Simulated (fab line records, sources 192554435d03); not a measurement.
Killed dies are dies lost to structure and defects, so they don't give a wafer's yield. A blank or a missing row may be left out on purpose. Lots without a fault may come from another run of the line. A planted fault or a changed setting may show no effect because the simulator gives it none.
fab line records | flow n5_finfet
record lots=10 wafers=30 last_day=19
route steps=1938 shown BEOL_M10@1527 BEOL_M11@1553 PASSIVATION@1936
lots that met no fault: from a run of the same line without faults
start_h: hours from the record's first day to the start of the lot's first wafer shown | wait_h: hours since the lot's step before | " the same as in the row above | L1.1+2: a row that stands for several wafers | - no value, or no start given | * or withheld: withheld | < > ~ a bound
route shown NAME@n: a module of which the file shows steps, and the number in the route of the first | usual: mean/standard deviation of fault-free wafers | same: alike in all rows | chamber/n: place in a boat | sites: the reading at each site | _std_site: their standard deviation | _edge_site: outer sites' mean less inner sites' | radius_mm: how far each site lies from the wafer's centre | mask NAME#n: copy n | behind: the tool/chamber that last shaped the wafer | hold: why the lot was held/for how many hours/how that ended | device: the transistor (n, p or np) that didn't switch | end of line: the same wafers' tests at the end of the route | a step without rows: its recipe alone | killed: dies lost to structure and defects at the first sort, not the wafer's yield | map: a wafer's dies, x killed, . not, _ none there
set.NAME: the setting as run; set.NAME@STEP: as run at that earlier step | model.NAME: the simulator's own value behind a step, which no gauge read
steps of the route over a sample of lots; a table a step, a row a wafer
services: from which hour (start_h, from the record's first day; less than 0 if before it) a tool's chamber was out of use, for how many hours, and why
## steps
# step N5_BEOL_M10_SPUTTER_48
# recipe material=Cu target_thk_a=120 temp_c=-20 bias_v=60 power_w=26000 chamber_pressure_pa=0.13 time_s=2
# usual throttle_valve_pct=29.6/1.3
# columns lot.wafer tool chamber start_h wait_h throttle_valve_pct
L307.1 pvd_sputter-02 - 219.64 1.0 31.5
L307.4 " - " " 29.7
L307.6 " - " " 29.6
L308.2 pvd_sputter-03 - 224.00 0.1 28.2
L308.4 " - " " 27.4
L308.5 " - " " 30.5
L313.2 pvd_sputter-03 - 249.10 0.2 28.1
L313.3 " - " " 27.5
L313.4 " - " " 30.8
L314.3 pvd_sputter-03 - 270.37 0.1 30.5
L314.4 " - " " 29.0
L314.6 " - " " 27.5
L322.1 pvd_sputter-01 - 311.10 0.1 31.8
L322.4 " - " " 28.4
L322.6 " - " " 31.4
L323.1 pvd_sputter-03 - 316.52 0.3 30.6
L323.5 " - " " 30.6
L323.6 " - " " 28.9
L324.1 pvd_sputter-02 - 331.04 1.6 29.9
L324.2 " - " " 29.7
L324.4 " - " " 29.8
L325.2 pvd_sputter-02 - 333.64 0.2 31.5
L325.4 " - " " 30.0
L325.5 " - " " 29.6
L328.1 pvd_sputter-02 - 369.33 0.5 29.6
L328.3 " - " " 29.8
L328.6 " - " " 31.5
L329.1 pvd_sputter-01 - 402.89 0.1 29.6
L329.3 " - " " 28.7
L329.4 " - " " 31.7
# step N5_BEOL_M11_ETCH_61
# recipe chemistry=CF4 target=SiARC target_depth_a=390 mask_material=CAR-ArF time_s=65 ion_energy_ev=80 pressure_mtorr=40 source_w=545 bias_w=36 Ar_flow_sccm=100 cf4_flow_sccm=100 ends=cleared
# usual drypump_motor_current_A=5.6/0.39 etch_rf_on_time_s=64.9/1.4 oes_product_au=0.67/0.065 rf_vpp_V=184.3/1.1 showerhead_plenum_p_Torr=2.16/0.067 throttle_valve_pct=15.75/0.11
# columns lot.wafer tool chamber start_h wait_h drypump_motor_current_A etch_rf_on_time_s oes_product_au rf_hours_counter_h rf_vpp_V showerhead_plenum_p_Torr throttle_valve_pct
L307.1 rie_diel-04 3 223.94 0.0 5.4 66.4 0.58 242 184.1 2.10 15.98
L307.4 " 0 " " 5.4 65.1 0.63 - 184.2 2.22 15.57
L307.6 " 2 " " 5.0 64.2 0.77 - 182.8 2.19 15.68
L308.2 rie_diel-05 0 227.20 0.0 5.0 64.7 0.81 7 185.1 2.19 15.68
L308.4 " 3 " " 5.3 65.9 0.62 191 183.3 2.06 15.74
L308.5 " 2 " " 5.6 64.8 0.63 - 182.7 2.04 15.80
L313.2 rie_diel-02 3 252.28 0.0 5.7 63.5 0.76 34 185.3 2.28 15.53
L313.3 " 2 " " 5.7 64.3 0.63 175 186.2 2.22 15.66
L313.4 " 0 " " 5.6 65.7 0.65 126 183.4 2.17 15.79
L314.3 rie_diel-02 0 275.14 0.0 5.6 65.8 0.65 132 184.6 2.17 15.81
L314.4 " 3 " " 5.7 63.8 0.76 39 186.8 2.28 15.57
L314.6 " 2 " " 5.7 65.1 0.62 - 186.4 2.21 15.70
L322.1 rie_diel-04 3 314.61 0.0 5.4 65.0 0.79 14 183.4 2.10 15.54
L322.4 " 1 " " 5.0 69.2 0.60 179 185.4 2.23 15.79
L322.6 " 2 " " 5.0 103.9 0.61 - 183.8 2.18 15.73
L323.1 rie_diel-02 3 320.07 0.0 5.8 63.2 0.75 50 185.8 2.28 15.58
L323.5 " 1 " " 6.0 63.5 0.72 - 184.6 2.16 15.91
L323.6 " 0 " " 5.5 65.8 0.64 - 183.3 2.16 15.83
L324.1 rie_diel-04 1 335.75 0.0 5.0 69.3 0.60 186 186.4 2.22 15.79
L324.2 " 2 " " 5.0 104.7 0.61 56 185.0 2.18 15.74
L324.4 " 2 " " 5.0 63.7 0.71 - 184.5 2.18 15.75
L325.2 rie_diel-04 2 338.53 0.0 5.0 103.7 0.60 57 184.8 2.18 15.76
L325.4 " 1 " " 5.0 69.7 0.59 - 185.1 2.22 15.81
L325.5 " 2 " " 5.0 64.1 0.72 - 185.7 2.18 15.77
L328.1 rie_diel-05 1 374.15 0.0 6.2 65.1 0.66 140 182.5 2.14 15.76
L328.3 " 0 " " 4.9 65.0 0.73 47 184.6 2.18 15.77
L328.6 " 1 " " 6.2 65.0 0.65 - 182.9 2.14 15.76
L329.1 rie_diel-02 3 406.70 0.0 5.7 62.7 0.72 74 187.0 2.27 15.61
L329.3 " 2 " " 5.7 64.0 0.60 221 183.9 2.20 15.77
L329.4 " 0 " " 5.5 65.6 0.62 167 182.7 2.15 15.87
# step N5_BEOL_M11_STRIP_67
# recipe chemistry=CF4 resist=SiARC power_w=300 bias_power_w=75 pressure_mtorr=50 cf4_flow_sccm=150 rf_frequency_hz=6e+07
# usual drypump_motor_current_A=5.5/0.39 oes_product_au=0.79/0.071 rf_vpp_V=271.5/1.5 showerhead_plenum_p_Torr=1.81/0.054 throttle_valve_pct=13.70/0.12
# columns lot.wafer tool chamber start_h wait_h drypump_motor_current_A oes_product_au rf_hours_counter_h rf_vpp_V showerhead_plenum_p_Torr throttle_valve_pct
L307.1 rie_diel-04 3 224.14 0.0 5.4 0.67 242 271.1 1.77 14.00
L307.4 " 0 " " 5.4 0.73 - 272.8 1.86 13.58
L307.6 " 2 " " 4.9 0.90 - 273.4 1.83 13.58
L308.2 rie_diel-05 0 227.40 0.0 5.0 0.94 7 272.3 1.82 13.57
L308.4 " 3 " " 5.4 0.74 191 269.0 1.73 13.71
L308.5 " 2 " " 5.7 0.74 - 271.0 1.71 13.82
L313.2 rie_diel-02 3 252.47 0.0 5.7 0.87 34 273.5 1.91 13.46
L313.3 " 2 " " 5.7 0.74 175 271.6 1.85 13.65
L313.4 " 0 " " 5.6 0.77 126 272.3 1.82 13.74
L314.3 rie_diel-02 0 275.34 0.0 5.5 0.76 132 273.4 1.82 13.74
L314.4 " 3 " " 5.7 0.88 39 274.5 1.91 13.47
L314.6 " 2 " " 5.8 0.73 - 272.1 1.85 13.64
L322.1 rie_diel-04 3 314.81 0.0 5.3 0.92 14 268.3 1.76 13.48
L322.4 " 1 " " 5.0 0.74 179 271.1 1.87 13.77
L322.6 " 2 " " 5.0 0.85 - 271.6 1.82 13.64
L323.1 rie_diel-02 3 320.27 0.0 5.7 0.86 50 273.9 1.90 13.48
L323.5 " 1 " " 6.1 0.83 - 271.4 1.80 13.80
L323.6 " 0 " " 5.5 0.75 - 271.0 1.81 13.80
L324.1 rie_diel-04 1 335.94 0.0 5.0 0.73 186 272.6 1.87 13.79
L324.2 " 2 " " 5.0 0.83 56 272.4 1.82 13.66
L324.4 " 2 " " 4.9 0.84 - 271.6 1.82 13.66
L325.2 rie_diel-04 2 338.73 0.0 5.0 0.83 57 272.7 1.82 13.67
L325.4 " 1 " " 5.0 0.73 - 273.5 1.87 13.80
L325.5 " 2 " " 5.0 0.84 - 271.4 1.82 13.66
L328.1 rie_diel-05 1 374.35 0.0 6.2 0.76 140 271.8 1.80 13.74
L328.3 " 0 " " 4.9 0.86 47 270.7 1.81 13.68
L328.6 " 1 " " 6.2 0.76 - 270.9 1.80 13.73
L329.1 rie_diel-02 3 406.90 0.0 5.7 0.83 74 273.0 1.90 13.55
L329.3 " 2 " " 5.7 0.70 221 272.4 1.84 13.78
L329.4 " 0 " " 5.6 0.73 167 271.8 1.81 13.83
# step N5_BEOL_M11_HM_OPEN_17
# recipe chemistry=Cl2/BCl3 target_depth_a=200 overetch_a=60 target=TiN mask_material=SOC ion_energy_ev=150 pressure_mtorr=10 icp_w=1000 bias_w=126 Cl2_flow_sccm=53.25 bcl3_flow_sccm=21.75 Ar_flow_sccm=25
# usual drypump_motor_current_A=5.6/0.39 mfc_cl2_sccm=53.26/0.15 oes_product_au=0.71/0.094 throttle_valve_pct=22.33/0.17
# columns lot.wafer tool chamber start_h wait_h drypump_motor_current_A mfc_cl2_sccm oes_product_au rf_hours_counter_h throttle_valve_pct
L307.1 rie_metal-03 1 224.18 0.0 5.3 53.14 0.53 120 22.13
L307.4 " 0 " " 6.1 53.11 0.55 - 22.44
L307.6 " 1 " " 5.3 53.21 0.52 - 22.13
L308.2 rie_metal-01 0 227.44 0.0 6.1 53.44 0.76 11 22.46
L308.4 " 0 " " 6.0 53.37 0.76 - 22.45
L308.5 " 0 " " 6.0 53.26 0.76 - 22.47
L313.2 rie_metal-01 1 252.51 0.0 5.1 53.23 0.75 18 22.43
L313.3 " 1 " " 5.1 53.27 0.74 - 22.45
L313.4 " 0 " " 6.0 53.17 0.76 - 22.46
L314.3 rie_metal-03 0 275.44 0.1 6.1 53.39 0.53 - 22.46
L314.4 " 0 " " 6.1 53.43 0.53 - 22.47
L314.6 " 0 " " 6.1 52.99 0.53 - 22.48
L322.1 rie_metal-02 1 314.85 0.0 5.7 53.30 0.73 13 22.33
L322.4 " 1 " " 5.7 53.23 0.74 - 22.34
L322.6 " 0 " " 5.4 53.35 0.54 - 22.21
L323.1 rie_metal-03 1 320.31 0.0 5.3 53.25 0.80 4 21.99
L323.5 " 0 " " 6.1 53.27 0.84 - 22.30
L323.6 " 1 " " 5.3 53.08 0.80 - 21.99
L324.1 rie_metal-01 1 335.98 0.0 5.1 53.47 0.71 25 22.45
L324.2 " 0 " " 6.0 53.54 0.74 20 22.48
L324.4 " 1 " " 5.1 53.24 0.72 - 22.45
L325.2 rie_metal-01 1 338.77 0.0 5.1 53.27 0.70 26 22.46
L325.4 " 0 " " 6.0 53.33 0.71 - 22.49
L325.5 " 0 " " 6.1 53.10 0.72 - 22.50
L328.1 rie_metal-02 1 374.39 0.0 5.7 53.52 0.71 19 22.36
L328.3 " 1 " " 5.7 53.28 0.71 - 22.37
L328.6 " 1 " " 5.7 53.25 0.71 - 22.35
L329.1 rie_metal-02 1 406.94 0.0 5.7 53.30 0.70 22 22.37
L329.3 " 1 " " 5.7 53.35 0.71 - 22.34
L329.4 " 0 " " 5.4 53.25 0.79 - 22.10
# step N5_PASSIVATION_PROBE_49
# usual defect_limited_yield=91.0/1.3 killed_at_M0_to_M3=33/10 killed_at_M4_up=14/5.6 killed_at_contacts=12/5.8 killed_at_front_end=43/11 killed_at_other=4.1/2.8 killed_dies=106/15 killed_open=70/12 killed_short=34/7.5 sort_bin_4_leakage=0.00/0.0099 sort_bin_5_function=5.3/0.88 sort_bin_6_memory=3.3/0.64 sort_bin_8_speed=0.00/0.016 sort_n_pass=1074/15 sort_yield_pct=91.0/1.3
# same gross_dies=1180 killed_at_back_side=0
# columns lot.wafer tool chamber start_h wait_h defect_limited_yield[%] killed_at_M0_to_M3 killed_at_M4_up killed_at_contacts killed_at_front_end killed_at_other killed_dies killed_open killed_short sort_bin_4_leakage[%] sort_bin_5_function[%] sort_bin_6_memory[%] sort_bin_8_speed[%] sort_n_pass sort_yield_pct[%]
L313.2 prober-02 - 303.49 0.1 89.1 22 17 20 63 7 129 79 50 0 6.4 4.1 0 1051 89.1
L313.3 prober-02 - 303.54 0.1 89.2 30 11 17 65 4 127 94 29 0 6.7 3.6 0 1053 89.2
L313.4 prober-02 - 303.59 0.2 89.6 33 12 21 49 8 123 100 22 0 5.7 4.6 0 1057 89.6
L322.1 prober-01 - 356.70 0.0 91.7 26 12 4 52 4 98 62 35 0 5.5 2.6 0 1082 91.7
L322.4 prober-01 - 356.85 0.2 90.1 43 24 1 47 2 117 69 42 0 6.0 3.1 0 1063 90.1
L322.6 prober-01 - 356.95 0.3 91.8 39 13 7 36 2 97 67 24 0 5.1 2.9 0 1083 91.8
# killed by level:class
L313.2 STI_FIN_REVEAL:geometric_particle:open=17 MOL_CONTACT_COAG:geometric_particle:open=17 FIN_SAQP:geometric_particle:open=9 BEOL_M2:geometric_particle:open=8 FIN_SAQP:geometric_particle:short=7 BEOL_M0_SAQP:geometric_particle:short=7 BEOL_M4:geometric_particle:open=7 DUMMY_GATE:geometric_particle:open=6
L313.3 STI_FIN_REVEAL:geometric_particle:open=26 MOL_CONTACT_COAG:geometric_particle:open=13 BEOL_M2:geometric_particle:open=8 BEOL_M4:geometric_particle:open=8 BEOL_M1:geometric_particle:open=7 FIN_SAQP:geometric_particle:open=6 FIN_SAQP:geometric_particle:short=5 STI_FIN_REVEAL:geometric_particle:short=4
L313.4 STI_FIN_REVEAL:geometric_particle:open=21 MOL_CONTACT_COAG:geometric_particle:open=18 BEOL_M2:geometric_particle:open=14 BEOL_M4:geometric_particle:open=7 BEOL_M1:geometric_particle:open=6 DUMMY_GATE:geometric_particle:open=5 STI_FIN_REVEAL:geometric_particle:short=4 BEOL_M0_SAQP:geometric_particle:open=4
L322.1 FIN_SAQP:geometric_particle:open=12 STI_FIN_REVEAL:geometric_particle:open=12 FIN_SAQP:geometric_particle:short=10 STI_FIN_REVEAL:geometric_particle:short=7 BEOL_M1:geometric_particle:open=5 BEOL_M0_SAQP:geometric_particle:open=4 BEOL_M0:geometric_particle:open=4 BEOL_M1:geometric_particle:short=4
L322.4 BEOL_M4:geometric_particle:open=12 BEOL_M3:geometric_particle:open=11 STI_FIN_REVEAL:geometric_particle:open=9 FIN_SAQP:geometric_particle:short=8 BEOL_M0_SAQP:geometric_particle:short=7 BEOL_M0_SAQP:geometric_particle:open=7 BEOL_M1:geometric_particle:open=6 BEOL_M4:geometric_particle:short=5
L322.6 DUMMY_GATE:geometric_particle:open=9 BEOL_M1:geometric_particle:open=9 BEOL_M3:geometric_particle:open=8 FIN_SAQP:geometric_particle:open=7 STI_FIN_REVEAL:geometric_particle:open=7 MOL_CONTACT_COAG:geometric_particle:open=6 BEOL_M0_SAQP:geometric_particle:open=6 BEOL_M0_SAQP:geometric_particle:short=4
## services
# columns tool chamber start_h hours kind
rie_metal-01 - 197.18 2.8 pm
rie_diel-05 1 213.02 4.7 repair
rie_diel-04 1 214.95 6.7 repair
rie_diel-04 1 222.61 13.5 repair
rie_diel-05 1 230.47 5.5 repair
rie_diel-02 1 230.65 2.4 repair
rie_diel-04 3 248.14 - clean
rie_diel-04 3 248.14 - consumable_replace:focus_ring
rie_diel-04 3 248.14 17.8 scheduled_down
rie_diel-04 3 248.14 17.8 vent_cycle
rie_diel-05 3 263.47 13.5 repair
rie_metal-03 - 270.28 0.5 repair
rie_diel-02 3 294.20 9.6 repair
pvd_sputter-02 - 302.85 7.1 repair
rie_metal-01 - 314.71 0.2 repair
pvd_sputter-01 - 320.59 12.8 repair
rie_diel-04 3 330.35 22.4 repair
rie_metal-02 0 339.97 3.3 repair
rie_diel-04 0 370.65 - clean
rie_diel-02 0 375.55 2.3 repair
rie_metal-03 1 392.19 7.0 repair
rie_diel-05 2 392.86 3.8 repair
rie_metal-03 - 395.65 0.4 repair
pvd_sputter-02 - 406.65 1.3 repair
## key
first_sign step=N5_BEOL_M11_ETCH_61 reading=etch_rf_on_time_s direction=up sigmas=29 usual=* struck=*
effect none on later readings
met_at N5_BEOL_M11_ETCH_61
struck_lots L322,L324,L325
struck_wafers L322.6,L324.2,L325.2
not_acting_at N5_BEOL_M10_SPUTTER_48,N5_BEOL_M11_STRIP_67,N5_BEOL_M11_HM_OPEN_17
onset_between 223.94 314.61
fault kind=process_parameter_drift tool=rie_diel-04 chamber=- onset_h=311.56 steps=N5_BEOL_M11_ETCH_61 channel=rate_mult offset=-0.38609 shape=step end_h=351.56 scope=struck_wafers_only
